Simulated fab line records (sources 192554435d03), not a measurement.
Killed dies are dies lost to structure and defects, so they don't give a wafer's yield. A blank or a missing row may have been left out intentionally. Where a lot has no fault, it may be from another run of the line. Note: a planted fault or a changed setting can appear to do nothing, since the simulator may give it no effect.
Which tool did it? / flow n5_finfet / Sampling: 9 lots, 27 wafers, 5 of 1938 route steps

## WHAT THE GAUGES SHOWED, per wafer
N5_BEOL_M4_RC_MEAS_101. Usual: DIBL_N 36.5 mV/V, standard deviation 1.7; DIBL_P 36.6 mV/V, standard deviation 2.2; IOFF_N 0.16 nA/um, standard deviation 0.033; IOFF_P 0.22 nA/um, standard deviation 0.035; ION_N 671 uA/um, standard deviation 12; ION_P 462 uA/um, standard deviation 7.7; SS_N 71.6 mV/dec, standard deviation 0.54; SS_P 73.3 mV/dec, standard deviation 0.71; VT_N 250 mV, standard deviation 3.2; VT_P -249.9 mV, standard deviation 2.9.
lot=L479; measured=day 9 01:33; on=prober-01; DIBL_N (mV/V)=36.9 37.4 34.7; DIBL_P (mV/V)=36.5 37.4 33.0; IOFF_N (nA/um)=0.14 0.16 0.11; IOFF_P (nA/um)=0.21 0.22 0.15; ION_N (uA/um)=655 682 654; ION_P (uA/um)=453 474 453; SS_N (mV/dec)=71.7 72.2 71.3; SS_P (mV/dec)=73.7 73.2 71.9; VT_N (mV)=252 250 256; VT_P (mV)=-249.5 -249.0 -254.7; flag=
lot=L481; measured=day 9 03:34; on=prober-01; DIBL_N (mV/V)=33.5 35.9 33.4; DIBL_P (mV/V)=33.0 35.0 32.7; IOFF_N (nA/um)=0.12 0.15 0.12; IOFF_P (nA/um)=0.17 0.20 0.17; ION_N (uA/um)=668 671 674; ION_P (uA/um)=466 463 463; SS_N (mV/dec)=70.3 71.6 71.1; SS_P (mV/dec)=72.1 73.0 72.6; VT_N (mV)=252 249 250; VT_P (mV)=-250.8 -249.4 -250.6; flag=
lot=L489; measured=day 11 20:34; on=prober-02; DIBL_N (mV/V)=36.4 35.3 37.6; DIBL_P (mV/V)=36.6 34.4 37.0; IOFF_N (nA/um)=0.16 0.14 0.17; IOFF_P (nA/um)=0.24 0.19 0.23; ION_N (uA/um)=670 660 665; ION_P (uA/um)=464 456 459; SS_N (mV/dec)=72.3 70.8 71.3; SS_P (mV/dec)=73.7 72.7 74.0; VT_N (mV)=251 253 248; VT_P (mV)=-248.0 -251.9 -248.6; flag=
lot=L490; measured=day 11 21:18; on=prober-01; DIBL_N (mV/V)=35.0 38.5 35.6; DIBL_P (mV/V)=34.9 38.0 36.5; IOFF_N (nA/um)=0.12 0.17 0.14; IOFF_P (nA/um)=0.18 0.23 0.21; ION_N (uA/um)=645 655 669; ION_P (uA/um)=448 454 461; SS_N (mV/dec)=71.5 73.4 72.2; SS_P (mV/dec)=72.9 73.7 73.9; VT_N (mV)=256 254 255; VT_P (mV)=-251.5 -248.5 -249.8; flag=
lot=L492; measured=day 12 19:50; on=prober-02; DIBL_N (mV/V)=35.5 35.2 34.3; DIBL_P (mV/V)=37.0 35.6 34.7; IOFF_N (nA/um)=0.15 0.14 0.13; IOFF_P (nA/um)=0.23 0.19 0.18; ION_N (uA/um)=674 661 653; ION_P (uA/um)=470 464 455; SS_N (mV/dec)=72.4 72.0 71.3; SS_P (mV/dec)=73.7 72.9 72.8; VT_N (mV)=249 253 256; VT_P (mV)=-248.1 -251.9 -251.0; flag=
lot=L493; measured=day 13 01:41; on=prober-02; DIBL_N (mV/V)=38.4 36.7 37.0; DIBL_P (mV/V)=38.7 36.9 37.1; IOFF_N (nA/um)=0.20 0.16 0.16; IOFF_P (nA/um)=0.24 0.21 0.22; ION_N (uA/um)=682 672 672; ION_P (uA/um)=464 460 461; SS_N (mV/dec)=71.9 71.4 71.6; SS_P (mV/dec)=73.5 73.6 73.7; VT_N (mV)=246 248 250; VT_P (mV)=-249.1 -249.8 -247.9; flag=
lot=L495; measured=day 13 05:35; on=prober-02; DIBL_N (mV/V)=35.1 33.7 36.6; DIBL_P (mV/V)=36.1 33.4 37.8; IOFF_N (nA/um)=0.14 0.12 0.17; IOFF_P (nA/um)=0.19 0.16 0.23; ION_N (uA/um)=667 657 673; ION_P (uA/um)=461 453 461; SS_N (mV/dec)=70.9 70.7 71.1; SS_P (mV/dec)=73.0 72.0 73.2; VT_N (mV)=252 250 250; VT_P (mV)=-251.7 -249.1 -245.1; flag=
lot=L500; measured=day 14 09:05; on=prober-02; DIBL_N (mV/V)=37.8 36.7 37.2; DIBL_P (mV/V)=39.2 36.7 38.8; IOFF_N (nA/um)=0.18 0.15 0.17; IOFF_P (nA/um)=0.22 0.18 0.20; ION_N (uA/um)=683 647 671; ION_P (uA/um)=466 436 454; SS_N (mV/dec)=71.6 72.2 72.0; SS_P (mV/dec)=74.4 73.6 73.2; VT_N (mV)=248 252 250; VT_P (mV)=-250.4 -255.9 -255.8; flag=
lot=L502; measured=day 15 09:13; on=prober-02; DIBL_N (mV/V)=37.7 37.1 39.2; DIBL_P (mV/V)=36.2 35.0 38.0; IOFF_N (nA/um)=0.17 0.16 0.20; IOFF_P (nA/um)=0.21 0.20 0.25; ION_N (uA/um)=661 679 689; ION_P (uA/um)=456 457 469; SS_N (mV/dec)=71.8 71.6 72.0; SS_P (mV/dec)=72.8 73.3 74.1; VT_N (mV)=251 251 247; VT_P (mV)=-251.5 -251.8 -249.3; flag=

## EACH LOT AND THE TOOL THAT RAN IT (in order: tool; ch and the chambers of the sampled wafers; start)
lot=L479; N5_BEOL_M0_CMP_120=cmp-03 ch 0,1,2, day 5 23:52; N5_BEOL_M0_CO_CAP_123=cvd_co-02 ch 0,1,2, day 6 00:14; N5_BEOL_M1_PECVD_72=pecvd-04 ch 0,1,2, day 6 00:35; N5_BEOL_M1_COAT_61=litho_track-01 ch 0, day 6 02:25
lot=L481; N5_BEOL_M0_CMP_120=cmp-01 ch 0,1,2, day 6 09:18; N5_BEOL_M0_CO_CAP_123=cvd_co-02 ch 0,1, day 6 09:35; N5_BEOL_M1_PECVD_72=pecvd-03 ch 1,2, day 6 09:58; N5_BEOL_M1_COAT_61=litho_track-01 ch 0, day 6 11:38
lot=L489; N5_BEOL_M0_CMP_120=cmp-01 ch 1,2, day 8 12:11; N5_BEOL_M0_CO_CAP_123=cvd_co-01 ch 1,2, day 8 12:34; N5_BEOL_M1_PECVD_72=pecvd-04 ch 0,2, day 8 12:56; N5_BEOL_M1_COAT_61=litho_track-01 ch 0, day 8 13:31
lot=L490; N5_BEOL_M0_CMP_120=cmp-04 ch 0,2,3, day 8 21:31; N5_BEOL_M0_CO_CAP_123=cvd_co-02 ch 0,2, day 8 21:53; N5_BEOL_M1_PECVD_72=pecvd-04 ch 0,1,2, day 8 22:14; N5_BEOL_M1_COAT_61=litho_track-01 ch 0, day 8 22:58
lot=L492; N5_BEOL_M0_CMP_120=cmp-01 ch 0,2,3, day 9 04:07; N5_BEOL_M0_CO_CAP_123=cvd_co-01 ch 0,1,2, day 9 04:29; N5_BEOL_M1_PECVD_72=pecvd-04 ch 0,1,2, day 9 04:50; N5_BEOL_M1_COAT_61=litho_track-03 ch 0, day 9 05:40
lot=L493; N5_BEOL_M0_CMP_120=cmp-03 ch 1,2,3, day 9 17:31; N5_BEOL_M0_CO_CAP_123=cvd_co-01 ch 0,1,2, day 9 17:52; N5_BEOL_M1_PECVD_72=pecvd-03 ch 0, day 9 18:14; N5_BEOL_M1_COAT_61=litho_track-01 ch 0, day 9 18:27
lot=L495; N5_BEOL_M0_CMP_120=cmp-03 ch 1,2,3, day 9 22:35; N5_BEOL_M0_CO_CAP_123=cvd_co-02 ch 1,2, day 9 22:53; N5_BEOL_M1_PECVD_72=pecvd-04 ch 0,2, day 9 23:17; N5_BEOL_M1_COAT_61=litho_track-01 ch 0, day 10 02:44
lot=L500; N5_BEOL_M0_CMP_120=cmp-03 ch 1,2, day 11 04:25; N5_BEOL_M0_CO_CAP_123=cvd_co-02 ch 1,2, day 11 04:44; N5_BEOL_M1_PECVD_72=pecvd-02 ch 0,1,2, day 11 05:05; N5_BEOL_M1_COAT_61=litho_track-03 ch 0, day 11 07:46
lot=L502; N5_BEOL_M0_CMP_120=cmp-01 ch 0,1,3, day 11 16:37; N5_BEOL_M0_CO_CAP_123=cvd_co-02 ch 0,1,2, day 11 16:59; N5_BEOL_M1_PECVD_72=pecvd-02 ch 0,2, day 11 17:20; N5_BEOL_M1_COAT_61=litho_track-03 ch 0, day 11 17:31
- N5_BEOL_M0_CMP_120: polishes, stops on SiOC, t overpolish 6.9 s.
- N5_BEOL_M0_CO_CAP_123: material Co, precursor CCTBA/H2, target thk 2 nm, time 102.1 s.
- N5_BEOL_M1_PECVD_72: deposits SiO2 from TEOS/O2, target thk 16 nm, time 18 s.
- N5_BEOL_M1_COAT_61: time 60 s, resist thk 60 nm.

## AS READ BY THE TOOLS THEMSELVES (means over the sampled wafers that have a number; for cases with no such wafer, the mark the record gives instead)
N5_BEOL_M0_CMP_120. Usual: barrier_field_endpoint_s 3.66 s, standard deviation 0.14; clearing_platen_down_force_psi 1.500 psi, standard deviation 0.0031; clearing_platen_rpm 50.00 rpm, standard deviation 0.031; motor_current_A 5.9 A, standard deviation 0.43; overpolish_run_s 6.900 s, standard deviation 0.0077; platen_rpm 50.00 rpm, standard deviation 0.033; retaining_ring_pressure_frac 0.999, standard deviation 0.005; time_to_endpoint_s 62 s, standard deviation 3.8.
lot=L479; tool=cmp-03; barrier_field_endpoint_s (s)=3.62; clearing_platen_down_force_psi (psi)=1.499; clearing_platen_rpm (rpm)=49.96; motor_current_A (A)=6.1; overpolish_run_s (s)=6.898; platen_rpm (rpm)=50.01; retaining_ring_pressure_frac=1.001; time_to_endpoint_s (s)=64; flag=
lot=L481; tool=cmp-01; barrier_field_endpoint_s (s)=3.75; clearing_platen_down_force_psi (psi)=1.500; clearing_platen_rpm (rpm)=49.98; motor_current_A (A)=5.5; overpolish_run_s (s)=6.887; platen_rpm (rpm)=49.99; retaining_ring_pressure_frac=0.999; time_to_endpoint_s (s)=64; flag=
lot=L489; tool=cmp-01; barrier_field_endpoint_s (s)=3.62; clearing_platen_down_force_psi (psi)=1.497; clearing_platen_rpm (rpm)=49.98; motor_current_A (A)=5.5; overpolish_run_s (s)=6.900; platen_rpm (rpm)=50.02; retaining_ring_pressure_frac=1.001; time_to_endpoint_s (s)=60; flag=
lot=L490; tool=cmp-04; barrier_field_endpoint_s (s)=3.64; clearing_platen_down_force_psi (psi)=1.502; clearing_platen_rpm (rpm)=50.01; motor_current_A (A)=6.2; overpolish_run_s (s)=6.912; platen_rpm (rpm)=50.02; retaining_ring_pressure_frac=1.000; time_to_endpoint_s (s)=63; flag=
lot=L492; tool=cmp-01; barrier_field_endpoint_s (s)=3.61; clearing_platen_down_force_psi (psi)=1.500; clearing_platen_rpm (rpm)=50.02; motor_current_A (A)=5.7; overpolish_run_s (s)=6.897; platen_rpm (rpm)=50.01; retaining_ring_pressure_frac=0.997; time_to_endpoint_s (s)=64; flag=
lot=L493; tool=cmp-03; barrier_field_endpoint_s (s)=3.59; clearing_platen_down_force_psi (psi)=1.498; clearing_platen_rpm (rpm)=50.01; motor_current_A (A)=5.8; overpolish_run_s (s)=6.903; platen_rpm (rpm)=49.99; retaining_ring_pressure_frac=0.998; time_to_endpoint_s (s)=59; flag=
lot=L495; tool=cmp-03; barrier_field_endpoint_s (s)=3.67; clearing_platen_down_force_psi (psi)=1.498; clearing_platen_rpm (rpm)=50.00; motor_current_A (A)=5.8; overpolish_run_s (s)=6.906; platen_rpm (rpm)=50.00; retaining_ring_pressure_frac=0.998; time_to_endpoint_s (s)=62; flag=
lot=L500; tool=cmp-03; barrier_field_endpoint_s (s)=3.77; clearing_platen_down_force_psi (psi)=1.500; clearing_platen_rpm (rpm)=50.01; motor_current_A (A)=5.9; overpolish_run_s (s)=6.904; platen_rpm (rpm)=50.02; retaining_ring_pressure_frac=1.005; time_to_endpoint_s (s)=65; flag=
lot=L502; tool=cmp-01; barrier_field_endpoint_s (s)=3.89; clearing_platen_down_force_psi (psi)=1.500; clearing_platen_rpm (rpm)=50.03; motor_current_A (A)=5.7; overpolish_run_s (s)=6.905; platen_rpm (rpm)=50.02; retaining_ring_pressure_frac=0.996; time_to_endpoint_s (s)=67; flag=

N5_BEOL_M0_CO_CAP_123. Usual: chamber_pressure_Torr 30.00 Torr, standard deviation 0.057; heater_power_w 234 W, standard deviation 23.
lot=L479; tool=cvd_co-02; chamber_pressure_Torr (Torr)=29.98; heater_power_w (W)=242; flag=
lot=L481; tool=cvd_co-02; chamber_pressure_Torr (Torr)=29.99; heater_power_w (W)=261; flag=
lot=L489; tool=cvd_co-01; chamber_pressure_Torr (Torr)=29.97; heater_power_w (W)=213; flag=
lot=L490; tool=cvd_co-02; chamber_pressure_Torr (Torr)=30.01; heater_power_w (W)=238; flag=
lot=L492; tool=cvd_co-01; chamber_pressure_Torr (Torr)=29.96; heater_power_w (W)=217; flag=
lot=L493; tool=cvd_co-01; chamber_pressure_Torr (Torr)=29.93; heater_power_w (W)=217; flag=
lot=L495; tool=cvd_co-02; chamber_pressure_Torr (Torr)=30.00; heater_power_w (W)=259; flag=
lot=L500; tool=cvd_co-02; chamber_pressure_Torr (Torr)=29.98; heater_power_w (W)=245; flag=
lot=L502; tool=cvd_co-02; chamber_pressure_Torr (Torr)=29.98; heater_power_w (W)=246; flag=

N5_BEOL_M1_PECVD_72. Usual: chamber_pressure_Torr 5.501 Torr, standard deviation 0.013; heater_power_w 719 W, standard deviation 140; showerhead_plenum_p_Torr 8.80 Torr, standard deviation 0.085; throttle_valve_pct 22.1 %, standard deviation 1.1.
lot=L479; tool=pecvd-04; chamber_pressure_Torr (Torr)=5.506; heater_power_w (W)=757; showerhead_plenum_p_Torr (Torr)=8.78; throttle_valve_pct (%)=22.5; flag=
lot=L481; tool=pecvd-03; chamber_pressure_Torr (Torr)=5.490; heater_power_w (W)=753; showerhead_plenum_p_Torr (Torr)=8.78; throttle_valve_pct (%)=21.1; flag=
lot=L489; tool=pecvd-04; chamber_pressure_Torr (Torr)=5.500; heater_power_w (W)=810; showerhead_plenum_p_Torr (Torr)=8.75; throttle_valve_pct (%)=23.5; flag=
lot=L490; tool=pecvd-04; chamber_pressure_Torr (Torr)=5.495; heater_power_w (W)=781; showerhead_plenum_p_Torr (Torr)=8.79; throttle_valve_pct (%)=22.7; flag=
lot=L492; tool=pecvd-04; chamber_pressure_Torr (Torr)=5.504; heater_power_w (W)=775; showerhead_plenum_p_Torr (Torr)=8.77; throttle_valve_pct (%)=22.5; flag=
lot=L493; tool=pecvd-03; chamber_pressure_Torr (Torr)=5.501; heater_power_w (W)=648; showerhead_plenum_p_Torr (Torr)=8.81; throttle_valve_pct (%)=22.1; flag=
lot=L495; tool=pecvd-04; chamber_pressure_Torr (Torr)=5.514; heater_power_w (W)=799; showerhead_plenum_p_Torr (Torr)=8.76; throttle_valve_pct (%)=23.4; flag=
lot=L500; tool=pecvd-02; chamber_pressure_Torr (Torr)=5.487; heater_power_w (W)=689; showerhead_plenum_p_Torr (Torr)=8.84; throttle_valve_pct (%)=22.2; flag=
lot=L502; tool=pecvd-02; chamber_pressure_Torr (Torr)=5.507; heater_power_w (W)=566; showerhead_plenum_p_Torr (Torr)=8.78; throttle_valve_pct (%)=21.1; flag=

N5_BEOL_M1_COAT_61. Usual: resist_line_temp_C 22.97 C, standard deviation 0.1; spin_speed_rpm 1500.1 rpm, standard deviation 0.9.
lot=L479; tool=litho_track-01; resist_line_temp_C (C)=22.93; spin_speed_rpm (rpm)=1500.1; flag=
lot=L481; tool=litho_track-01; resist_line_temp_C (C)=23.02; spin_speed_rpm (rpm)=1500.1; flag=
lot=L489; tool=litho_track-01; resist_line_temp_C (C)=22.95; spin_speed_rpm (rpm)=1499.6; flag=
lot=L490; tool=litho_track-01; resist_line_temp_C (C)=22.89; spin_speed_rpm (rpm)=1605.8; flag=OFF
lot=L492; tool=litho_track-03; resist_line_temp_C (C)=23.04; spin_speed_rpm (rpm)=1499.3; flag=
lot=L493; tool=litho_track-01; resist_line_temp_C (C)=22.98; spin_speed_rpm (rpm)=1604.8; flag=OFF
lot=L495; tool=litho_track-01; resist_line_temp_C (C)=22.93; spin_speed_rpm (rpm)=1605.1; flag=OFF
lot=L500; tool=litho_track-03; resist_line_temp_C (C)=22.94; spin_speed_rpm (rpm)=1500.7; flag=
lot=L502; tool=litho_track-03; resist_line_temp_C (C)=23.07; spin_speed_rpm (rpm)=1499.5; flag=

## THE ANSWER, worked out from the rows above alone
Rule: a lot is off if the mean of its wafers that have a number lies more than 3 standard deviations from the usual mean. A lot without any number at a reading at which 4 lots or more have one is off too. The other lots that the step has rows for count as sound. The gauges are gone through in route order, then the tools' own readings, and for those a lot's mean is taken as printed above. The first step at which some lot is off is used, and at that step the reading that is off furthest; a lot without a number counts as furthest.
Off: L490, L493, L495, at N5_BEOL_M1_COAT_61 (spin_speed_rpm).
If a tool, at that step or one of the process steps before it, ran each lot that is off and ran no sound lot following the first of them, it fits. One fits: litho_track-01 at N5_BEOL_M1_COAT_61. A fault onset in the window from L489 (day 8 13:31, its last sound lot) to L490 (day 8 22:58, its first lot off) fits.
On the lots that are off, the tool's own readings at N5_BEOL_M1_COAT_61 differ by more than 5 times the standard deviation of the sound lots' means, which bears it out; spin_speed_rpm reads 1605.2 rpm there versus 1499.9 rpm on the sound lots.

## WHAT THE SIMULATOR PUT IN
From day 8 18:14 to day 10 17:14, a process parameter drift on litho_track-01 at N5_BEOL_M1_COAT_61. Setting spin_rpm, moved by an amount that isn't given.
Shown lots that were struck: L490, L493, L495. The rule above found the same.
